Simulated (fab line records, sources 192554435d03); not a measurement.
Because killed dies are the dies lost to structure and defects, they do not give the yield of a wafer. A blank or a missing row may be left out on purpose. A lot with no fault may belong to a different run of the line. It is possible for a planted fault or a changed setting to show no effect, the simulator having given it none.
fab line records	flow n5_finfet
[record] lots = 10	wafers = 28	last_day = 17
route steps=1938 shown ZERO_LAYER@4 BEOL_M4@1082
lots that met no fault: from a run of the same line without faults
start_h: the number of hours between the record's first day and the start of the first shown wafer of the lot	wait_h: hours elapsed since this lot's preceding step	" as in the row above	L1.1+2: a single row standing in for several wafers	- no value, or no start given	* or withheld: withheld	< > ~ a bound
route shown NAME@n: names a module that has steps shown in the file, with the first one's number in the route	usual: mean and standard deviation over wafers with no fault	same: alike in all rows	chamber/n: place in a boat	sites: the reading at each site	_std_site: how widely they spread, as a standard deviation	_edge_site: mean of outer sites minus mean of inner sites	radius_mm: for every site, how far away it sits from the centre of the wafer	mask NAME#n: copy n	behind: the last tool/chamber to shape the wafer	hold: why the lot went on hold/how many hours it stayed there/how the hold came to an end	device: the n, p or np transistor that did not switch	end of line: the same wafers' tests at the end of the route	for a step that has no rows: nothing shown but its recipe	killed: not the wafer's yield, but the dies lost to structure and defects at the first sort	map: a wafer's dies, marking killed ones x, the rest . and places with no die _
set.NAME: the setting that was run; set.NAME@STEP: the one run at that earlier step	model.NAME: the simulator's own value behind a step, which no gauge read
steps of the route over a sample of lots; a table a step, a row a wafer
services: from which hour (start_h, from the record's first day; less than 0 if before it) a tool's chamber was out of use, for how many hours, and why
[[steps]]
[step N5_ZERO_LAYER_PECVD_02]
[recipe] material = SiO2	target_thk_a = 100	temp_c = 400	precursor = SiH4/N2O	pressure_torr = 0.75	rf_w = 275	time_s = 6
[usual] heater_power_w = 788/120	showerhead_plenum_p_Torr = 8.17/0.16
lot.wafer	tool	chamber	start_h	wait_h	heater_power_w	showerhead_plenum_p_Torr
L744.1	pecvd-02	1	18.28	0.0	701	8.09
L744.4	"	0	"	"	984	7.85
L744.5	"	1	"	"	686	8.10
L745.3	pecvd-04	1	24.28	0.0	862	8.16
L745.5	"	2	"	"	638	8.22
L745.6	"	0	"	"	859	8.34
L746.2	pecvd-04	0	30.31	0.0	768	8.33
L746.3	"	0	"	"	767	8.34
L746.4	"	1	"	"	870	8.18
L747.1	pecvd-04	2	36.29	0.0	726	8.21
L747.4	"	0	"	"	843	8.36
L747.5	"	1	"	"	864	8.18
L752.1	pecvd-02	0	66.28	0.0	1004	7.86
L752.3	"	1	"	"	682	8.08
L756.2	pecvd-02	0	90.28	0.0	870	7.85
L756.3	"	2	"	"	586	8.24
L758.1	pecvd-03	0	102.29	0.0	805	8.36
L758.4	"	0	"	"	798	8.35
L758.6	"	2	"	"	887	8.26
L759.2	pecvd-03	1	108.28	0.0	752	8.31
L759.3	"	0	"	"	782	8.36
L759.6	"	1	"	"	750	8.28
L761.2	pecvd-04	2	120.28	0.0	688	8.23
L761.4	"	1	"	"	779	8.18
L761.5	"	0	"	"	823	8.34
L766.3	pecvd-02	0	150.28	0.0	923	7.85
L766.4	"	1	"	"	655	8.08
L766.6	"	0	"	"	890	7.87
[step N5_BEOL_M4_SURFACE_TREAT_85]
[recipe] gas = Ar	time_s = *	ion_energy_ev = *	ion_current_ma_cm2 = 0.5	pressure_mtorr = *	ar_flow_sccm = 30
[usual] throttle_valve_pct = *
[same] time_s = *
lot.wafer	tool	chamber	start_h	wait_h	throttle_valve_pct
L744.1	pvd_sputter-03	-	177.25	0.2	*
L744.4	"	-	"	"	*
L744.5	"	-	"	"	*
L746.2	pvd_sputter-03	-	180.17	0.3	*
L746.3	"	-	"	"	*
L746.4	"	-	"	"	*
L745.3	pvd_sputter-01	-	183.02	0.2	*
L745.5	"	-	"	"	*
L745.6	"	-	"	"	*
L747.1	pvd_sputter-03	-	185.90	0.1	*
L747.4	"	-	"	"	*
L747.5	"	-	"	"	*
L752.1	pvd_sputter-03	-	219.15	0.2	*
L752.3	"	-	"	"	*
L756.2	pvd_sputter-03	-	257.43	0.2	*
L756.3	"	-	"	"	*
L758.1	pvd_sputter-03	-	257.47	0.2	*
L758.4	"	-	"	"	*
L758.6	"	-	"	"	*
L759.2	pvd_sputter-03	-	262.33	0.2	*
L759.3	"	-	"	"	*
L759.6	"	-	"	"	*
L761.2	pvd_sputter-02	-	280.05	0.4	*
L761.4	"	-	"	"	*
L761.5	"	-	"	"	*
L766.3	pvd_sputter-03	-	309.94	0.1	*
L766.4	"	-	"	"	*
L766.6	"	-	"	"	*
[step N5_BEOL_M4_SPUTTER_81]
[recipe] material = Cu	target_thk_a = 45	temp_c = -20	chamber_pressure_pa = 0.07	power_w = withheld	time_s = 8.29
[usual] chamber_pressure_pa = 0.06999/0.00014	throttle_valve_pct = 30.3/0.94
[same] time_s = 8.29
lot.wafer	tool	chamber	start_h	wait_h	chamber_pressure_pa	throttle_valve_pct
L744.1	pvd_sputter-01	-	179.12	0.1	0.0701	30.1
L744.4	"	-	"	"	0.07008	31.2
L744.5	"	-	"	"	0.06984	30.8
L746.2	pvd_sputter-01	-	181.04	0.1	0.07011	31.0
L746.3	"	-	"	"	0.06997	31.7
L746.4	"	-	"	"	0.07003	28.8
L745.3	pvd_sputter-03	-	183.70	0.1	0.06996	30.3
L745.5	"	-	"	"	0.06999	30.3
L745.6	"	-	"	"	0.06986	28.4
L747.1	pvd_sputter-03	-	186.62	0.1	0.07017	30.8
L747.4	"	-	"	"	0.07024	28.7
L747.5	"	-	"	"	0.07	28.5
L752.1	pvd_sputter-02	-	219.82	0.1	0.07025	31.3
L752.3	"	-	"	"	0.06973	29.5
L756.2	pvd_sputter-01	-	258.13	0.1	0.06992	30.2
L756.3	"	-	"	"	0.06995	28.7
L758.1	pvd_sputter-03	-	258.35	0.1	0.06999	30.4
L758.4	"	-	"	"	0.06993	30.6
L758.6	"	-	"	"	0.07	30.3
L759.2	pvd_sputter-02	-	263.01	0.1	0.07009	31.3
L759.3	"	-	"	"	0.06999	29.6
L759.6	"	-	"	"	0.06996	29.5
L761.2	pvd_sputter-03	-	280.97	0.1	0.07014	30.7
L761.4	"	-	"	"	0.07011	30.6
L761.5	"	-	"	"	0.06998	30.2
L766.3	pvd_sputter-01	-	310.66	0.1	0.06972	30.3
L766.4	"	-	"	"	0.06995	28.8
L766.6	"	-	"	"	0.06992	29.0
[step N5_BEOL_M4_SPUTTER_88]
[recipe] material = Cu	target_thk_a = 45	temp_c = -20	chamber_pressure_pa = 0.07	power_w = withheld	time_s = 8.29
[usual] chamber_pressure_pa = 0.07002/0.00013	throttle_valve_pct = 30.3/0.95
[same] time_s = 8.29
lot.wafer	tool	chamber	start_h	wait_h	chamber_pressure_pa	throttle_valve_pct
L744.1	pvd_sputter-01	-	179.56	0.1	0.07013	30.4
L744.4	"	-	"	"	0.07014	30.9
L744.5	"	-	"	"	0.07009	31.2
L746.2	pvd_sputter-01	-	181.48	0.1	0.06994	31.2
L746.3	"	-	"	"	0.07005	31.6
L746.4	"	-	"	"	0.06994	29.0
L745.3	pvd_sputter-03	-	184.14	0.1	0.06991	30.4
L745.5	"	-	"	"	0.07008	30.3
L745.6	"	-	"	"	0.06999	28.4
L747.1	pvd_sputter-03	-	187.06	0.1	0.06986	30.9
L747.4	"	-	"	"	0.06998	28.6
L747.5	"	-	"	"	0.07006	28.5
L752.1	pvd_sputter-02	-	220.26	0.1	0.06992	31.5
L752.3	"	-	"	"	0.07004	29.7
L756.2	pvd_sputter-01	-	258.57	0.1	0.07002	30.6
L756.3	"	-	"	"	0.07	29.3
L758.1	pvd_sputter-03	-	258.79	0.1	0.06992	30.4
L758.4	"	-	"	"	0.07006	30.7
L758.6	"	-	"	"	0.06989	30.1
L759.2	pvd_sputter-02	-	263.45	0.1	0.07006	31.2
L759.3	"	-	"	"	0.06993	29.4
L759.6	"	-	"	"	0.06994	29.4
L761.2	pvd_sputter-03	-	281.41	0.1	0.07011	30.5
L761.4	"	-	"	"	0.06987	30.3
L761.5	"	-	"	"	0.06971	30.3
L766.3	pvd_sputter-01	-	311.10	0.1	0.07001	30.4
L766.4	"	-	"	"	0.07001	29.1
L766.6	"	-	"	"	0.06993	29.1
[step N5_BEOL_M4_RC_MEAS_101]
[usual] CJ_N = 4.36/0.084	CJ_P = 5.81/0.14	DIBL_N = 36.3/1.4	DIBL_P = 36.2/1.5	IOFF_N = 0.160/0.021	IOFF_P = 0.211/0.027	ION_N = 676/7.7	ION_P = 463/5.5	RS_NWELL = 1036/7.1	RS_PWELL = 3006/24	SS_N = 71.4/0.57	SS_P = 73.3/0.58	VT_N = 249.3/2.5	VT_P = -250.1/2.6
lot.wafer	tool	chamber	start_h	wait_h	CJ_N	CJ_P	DIBL_N[mV/V]	DIBL_P[mV/V]	IOFF_N[nA/um]	IOFF_P[nA/um]	ION_N[uA/um]	ION_P[uA/um]	RS_NWELL[ohm/sq]	RS_PWELL[ohm/sq]	SS_N[mV/dec]	SS_P[mV/dec]	VT_N[mV]	VT_P[mV]
L744.1	prober-01	0	181.54	0.0	4.28	5.76	38.2	38.3	0.174	0.251	683	471	1022	2996	72.4	73.7	248.6	-245.4
L744.4	"	0	"	"	4.30	5.89	37.7	36.9	0.154	0.215	675	464	1031	2992	72.0	73.3	250.5	-246.7
L744.5	"	0	"	"	4.29	5.86	39.7	38.2	0.195	0.248	675	465	1035	2998	72.0	73.9	248.5	-249.7
L746.2	prober-02	0	183.71	0.2	4.38	5.68	37.4	37.7	0.176	0.234	681	472	1040	3032	71.2	74.2	245.6	-246.2
L746.3	"	0	"	"	4.37	5.84	37.2	36.4	0.156	0.216	669	460	1029	3010	71.7	74.4	251.1	-246.7
L746.4	"	0	"	"	4.33	6.07	37.6	37.6	0.172	0.230	673	465	1044	3006	71.4	73.6	246.3	-246.6
L745.3	prober-01	0	186.48	0.3	4.36	5.73	34.7	35.4	0.147	0.193	674	461	1031	2968	70.8	72.1	249.7	-250.8
L745.5	"	0	"	"	4.36	5.88	35.4	35.5	0.154	0.193	673	457	1043	2963	71.6	73.2	250.8	-250.3
L745.6	"	0	"	"	4.41	5.57	35.9	36.0	0.162	0.212	676	463	1031	2995	71.6	72.9	249.0	-249.7
L747.1	prober-02	0	189.07	0.0	4.34	5.61	37.4	38.7	0.190	0.217	691	466	1038	3040	71.3	72.6	247.0	-251.9
L747.4	"	0	"	"	4.30	5.69	35.2	35.6	0.150	0.176	671	457	1050	3013	70.5	72.5	248.2	-253.0
L747.5	"	0	"	"	4.43	5.95	37.5	38.4	0.201	0.208	688	466	1032	3043	71.4	72.7	245.2	-251.5
L752.1	prober-02	0	222.49	0.0	4.27	5.97	34.5	35.8	0.155	0.194	687	471	1045	2974	71.6	72.5	249.1	-251.3
L752.3	"	0	"	"	4.82	4.64	32.3	34.0	0.117	0.164	665	464	1057	3119	71.3	72.8	252.8	-254.0
L756.2	prober-01	0	260.71	0.2	4.85	4.51	36.1	37.5	0.170	0.240	686	475	1053	3104	71.5	73.6	249.1	-246.9
L756.3	"	0	"	"	4.83	4.46	35.4	36.6	0.155	0.221	681	466	1058	3137	71.1	73.0	248.5	-247.9
L758.1	prober-02	0	260.78	0.0	4.32	5.77	35.1	33.8	0.132	0.212	677	465	1026	2995	70.5	72.9	249.9	-245.2
L758.4	"	0	"	"	4.27	5.77	38.3	38.1	0.192	0.283	686	475	1034	2989	72.5	73.9	246.7	-245.0
L758.6	"	0	"	"	4.32	5.62	39.6	38.9	0.220	0.301	697	480	1028	2959	72.0	74.3	242.6	-244.7
L759.2	prober-01	0	265.59	0.2	4.44	5.81	38.8	38.3	0.210	0.260	679	466	1032	3032	71.5	73.9	245.5	-248.1
L759.3	"	0	"	"	4.38	5.74	36.8	36.7	0.172	0.236	685	462	1028	3033	71.6	73.6	248.6	-248.9
L759.6	"	0	"	"	4.44	5.74	35.9	34.8	0.150	0.195	666	452	1029	3005	71.4	73.1	250.7	-251.8
L761.2	prober-02	0	283.61	0.2	4.31	5.60	35.0	34.3	0.146	0.194	679	467	1036	2976	70.6	72.6	249.2	-249.9
L761.4	"	0	"	"	4.21	5.68	35.2	34.6	0.144	0.202	667	462	1037	2982	70.2	72.6	249.8	-249.2
L761.5	"	0	"	"	4.31	5.79	38.0	37.7	0.191	0.251	679	467	1029	2988	70.8	73.4	243.9	-248.9
L766.3	prober-01	0	313.48	0.3	4.42	6.03	36.2	36.6	0.155	0.221	673	465	1029	2945	71.6	74.1	250.7	-249.9
L766.4	"	0	"	"	4.38	5.93	35.2	34.4	0.125	0.181	660	451	1025	2975	70.8	73.0	253.3	-250.6
L766.6	"	0	"	"	4.40	5.98	37.5	37.0	0.157	0.228	673	460	1034	2992	71.8	74.3	250.6	-249.8
[[services]]
tool	chamber	start_h	hours	kind
pvd_sputter-03	-	1.64	1.9	repair
pecvd-04	0	12.56	5.5	scheduled_down
pecvd-02	2	21.21	-	clean
pecvd-04	2	28.07	5.5	scheduled_down
pvd_sputter-03	-	43.80	4.5	repair
pvd_sputter-03	-	50.60	1.7	repair
pecvd-04	1	70.90	2.1	scheduled_down
pecvd-04	2	74.98	3.1	repair
pecvd-02	2	97.22	16.3	repair
pecvd-04	-	121.24	0.4	repair
pvd_sputter-02	-	153.37	1.0	repair
pvd_sputter-03	-	169.70	3.3	repair
pecvd-02	-	189.03	6.0	pm
pecvd-03	0	199.89	3.5	repair
pecvd-04	2	202.38	-	clean
pecvd-04	2	202.38	-	consumable_replace:showerhead
pecvd-04	2	202.38	29.0	scheduled_down
pecvd-04	2	202.38	29.0	vent_cycle
pecvd-03	-	268.76	0.7	repair
pecvd-03	-	270.53	0.7	repair
pecvd-03	2	273.06	3.7	repair
pecvd-02	2	273.24	6.8	repair
pvd_sputter-01	-	300.26	1.2	repair
pecvd-03	-	307.08	2.8	pm
[[key]]
[first_sign] step = N5_BEOL_M4_RC_MEAS_101	reading = CJ_P	direction = down	sigmas = 9.3	usual = 5.81	struck = 4.54
[effect] step = N5_BEOL_M4_RC_MEAS_101	reading = CJ_N	direction = up	sigmas = 5.7	usual = 4.36	struck = 4.83
[effect] step = N5_BEOL_M4_RC_MEAS_101	reading = RS_PWELL	direction = up	sigmas = 4.8	usual = 3006	struck = 3120
[effect] step = N5_BEOL_M4_RC_MEAS_101	reading = RS_NWELL	direction = up	sigmas = 2.8	usual = 1036	struck = 1056
met_at N5_ZERO_LAYER_PECVD_02
struck_lots L752,L756
struck_wafers L752.3,L756.2,L756.3
not_acting_at N5_BEOL_M4_SURFACE_TREAT_85,N5_BEOL_M4_SPUTTER_81,N5_BEOL_M4_SPUTTER_88
onset_between 18.28 66.28
[fault] kind = process_parameter_drift	tool = pecvd-02	chamber = -	onset_h = 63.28	steps = N5_ZERO_LAYER_PECVD_02	channel = time_s	offset = *	shape = step	end_h = 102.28	scope = struck_wafers_only	acts_in = *	stated = *
